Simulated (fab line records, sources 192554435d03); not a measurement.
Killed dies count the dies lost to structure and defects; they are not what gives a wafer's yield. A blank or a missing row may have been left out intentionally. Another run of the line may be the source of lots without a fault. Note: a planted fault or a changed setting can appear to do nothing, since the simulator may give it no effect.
Problem report in the 8D (eight disciplines) form, filled by code | flow n5Finfet | the parts of the form that need people (team, actions taken, sign-off) are left out

== 1. WHAT IS WRONG ==
At N5_PASSIVATION_PROBE_49, killed_at_M0_to_M3 averages 123 over 5 wafers from 3 lots, while fault-free wafers read 33, standard deviation 10. Relative to the usual mean, that is a shift of +9.0 standard deviations.
Earliest sighting: wafer L161.5 on prober-02 at day 17 18:30. At this step, 12 wafers from 4 lots have a number in the record. By rule, "out" or "out of limits" means more than 4 standard deviations away from the usual mean. The rest of the wafers with a number are treated as sound.

== 2. WHAT THIS IS AND IS NOT ==
question                    | is                                      | is not
which readings at this step | killed_at_M0_to_M3, sort_bin_5_function | killedAtContacts, killedAtFrontEnd, killedAtOther, killedShort
which lots                  | L160, L161, L165                        | L154
which wafers of those lots  | L160.1, L160.5, L161.5, L165.1, L165.5  | L160.4, L161.1, L161.4, L165.3
read on which tools         | prober-01, prober-02                    | -
when                        | from day 17 18:30                       | up to then (5 sound wafers); but 2 sound wafers of L160, L165 came after

== 3. SUSPECTS, AND WHAT RULES EACH OUT ==
Counting: if a tool at a process step up to the reading ran every lot that is out, it stays a suspect. Sound lots after the first of them don't rule it out here, since some wafers of a struck lot are sound.
- rieDiel-01 at N5_BEOL_M2_STRIP_97 (strips in N2/H2, time 10 s): kept. It ran every lot that is out, first L160 (day 11 19:52); its last sound lot up to then is L154 (day 9 22:43).
- pecvd-03 at N5_PASSIVATION_PECVD_55 (deposits SiO2 from SiH4/N2O, target thk 400 nm, time 22.5 s): kept. It ran every lot that is out, first L161 (day 17 11:23); its last sound lot up to then is L154 (day 15 23:07).
- rieDiel-04 at N5_PASSIVATION_DESCUM_12 (chemistry O2, time 7.9 s): kept. It ran every lot that is out, first L161 (day 17 12:00); its last sound lot up to then is L154 (day 16 02:04).
- In rieDiel-01 at N5_BEOL_M2_STRIP_97, the wafers that are out were processed in chamber 0 and their sound lot-mates in chambers 1, 2.
Left after counting: rieDiel-01 at N5_BEOL_M2_STRIP_97, pecvd-03 at N5_PASSIVATION_PECVD_55, rieDiel-04 at N5_PASSIVATION_DESCUM_12.

== 4. THE CAUSE (what the simulator had put in) ==
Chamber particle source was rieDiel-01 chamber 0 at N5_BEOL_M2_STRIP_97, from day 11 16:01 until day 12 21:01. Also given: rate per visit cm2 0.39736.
After counting, 3 suspects remain, this tool included.

== 5. SEQUENCE OF EFFECTS, ordered by route ==
Each row: a reading whose mean over the struck wafers that have a number lies more than 3 standard deviations from the usual. Only readings whose record carries a usual standard deviation are examined. hours: median over the lots of the time between each lot's start at the first step of this table that gives one and its start at this step. sigmas: the change, counted in usual standard deviations.
hours | step                    | reading             | usual  | on struck wafers | change | sigmas
0     | N5_PASSIVATION_PROBE_49 | defectLimitedYield  | 91.1 % | 84.6             | -6.5   | -4.7
0     | N5_PASSIVATION_PROBE_49 | killed_at_M0_to_M3  | 33     | 123              | +90    | +9.0
0     | N5_PASSIVATION_PROBE_49 | killedDies          | 105    | 182              | +77    | +4.8
0     | N5_PASSIVATION_PROBE_49 | sort_bin_5_function | 5.2 %  | 10.1             | +4.9   | +5.5
0     | N5_PASSIVATION_PROBE_49 | sortNPass           | 1075   | 998              | -77    | -4.8
0     | N5_PASSIVATION_PROBE_49 | sortYieldPct        | 91.1 % | 84.6             | -6.5   | -4.7
Its process steps:
- N5_PASSIVATION_PROBE_49

== 6. WHAT WOULD HAVE CAUGHT IT SOONER ==
146 hours passed between the start of the fault at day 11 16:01 and the first reading out of limits in this record, taken at day 17 18:30.
Of the tool readings at N5_BEOL_M2_STRIP_97 for which the record gives a usual standard deviation, none was out on any struck wafer, so an alarm limit of 4 standard deviations on them would not have fired.
All the lots that are out (3) had begun N5_BEOL_M2_STRIP_97 on rieDiel-01 by day 17 18:30. Holding the tool at that point would not have protected any of them.
